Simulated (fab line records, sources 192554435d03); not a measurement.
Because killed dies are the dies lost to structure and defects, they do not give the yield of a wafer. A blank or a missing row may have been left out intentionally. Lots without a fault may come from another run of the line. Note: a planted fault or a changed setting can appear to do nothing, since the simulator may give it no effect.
Chamber matching -- flow n5Finfet -- 4 sister chambers for N5_BEOL_M0_SAQP_DESCUM_19 on rieDiel-03
The step chemistry O2, time 7.9 s. 18 wafers are shown with their chamber, then 9 later ones without.

WAFERS, EACH WITH ITS CHAMBER
wafer,chamber,showerheadPlenumPTorr (Torr),drypumpMotorCurrentA (A),throttleValvePct (%)
L075.2,1,1.97,5.9,20.79
L075.3,0,2.11,5.4,20.58
L075.5,1,1.97,6.0,20.79
L077.3,2,2.10,5.3,20.76
L077.5,2,2.10,5.3,20.76
L077.6,1,1.97,5.9,20.80
L078.1,3,2.10,5.5,20.93
L078.2,2,2.10,5.4,20.75
L078.3,1,1.97,5.9,20.81
L079.2,3,2.10,5.5,20.94
L079.4,1,1.97,5.9,20.79
L079.6,0,2.10,5.4,20.58
L083.2,0,2.10,5.4,20.62
L083.3,2,2.10,5.3,20.77
L083.5,3,2.10,5.5,20.94
L085.2,2,2.09,5.3,20.80
L085.3,3,2.10,5.5,20.95
L085.6,2,2.09,5.3,20.77

SIGNATURES, as means of the wafers listed above
reading,chamber 0,chamber 1,chamber 2,chamber 3,scatter within a chamber
showerheadPlenumPTorr,2.1033,1.9700,2.0967,2.1000,0.00378
drypumpMotorCurrentA,5.400,5.920,5.317,5.500,0.0342
throttleValvePct,20.5933,20.7960,20.7683,20.9400,0.0148
Rule: for a wafer and a chamber, the distance is found by dividing, reading by reading, the gap between the wafer's reading and the chamber's mean by the reading's scatter, squaring, summing and taking the root. The wafer belongs to the nearest chamber; if the next one is less than 2 further off, it can't be placed. The scatter: take each reading less its chamber's mean, square it, sum over the shown wafers, divide by the number of wafers less the number of chambers, and take the root.

WAFERS WITH NO CHAMBER GIVEN
wafer,showerheadPlenumPTorr (Torr),drypumpMotorCurrentA (A),throttleValvePct (%)
L090.2,2.09,5.5,20.96
L090.3,2.10,5.4,20.61
L090.4,2.22,5.9,20.49
L091.3,2.10,5.4,20.62
L091.4,2.09,5.3,20.80
L091.6,2.22,5.9,20.50
L093.1,2.09,5.4,20.79
L093.2,2.22,5.9,20.49
L093.4,2.09,5.5,20.97

EACH ONE'S CHAMBER
wafer,from the rows above,in truth
L090.2,3,3
L090.3,0,0
L090.4,0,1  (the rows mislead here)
L091.3,0,0
L091.4,2,2
L091.6,0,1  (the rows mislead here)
L093.1,2,2
L093.2,0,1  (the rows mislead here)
L093.4,3,3
6 of 9 placed correctly. Left unplaced by these rows: 0. Number placed wrongly: 3.
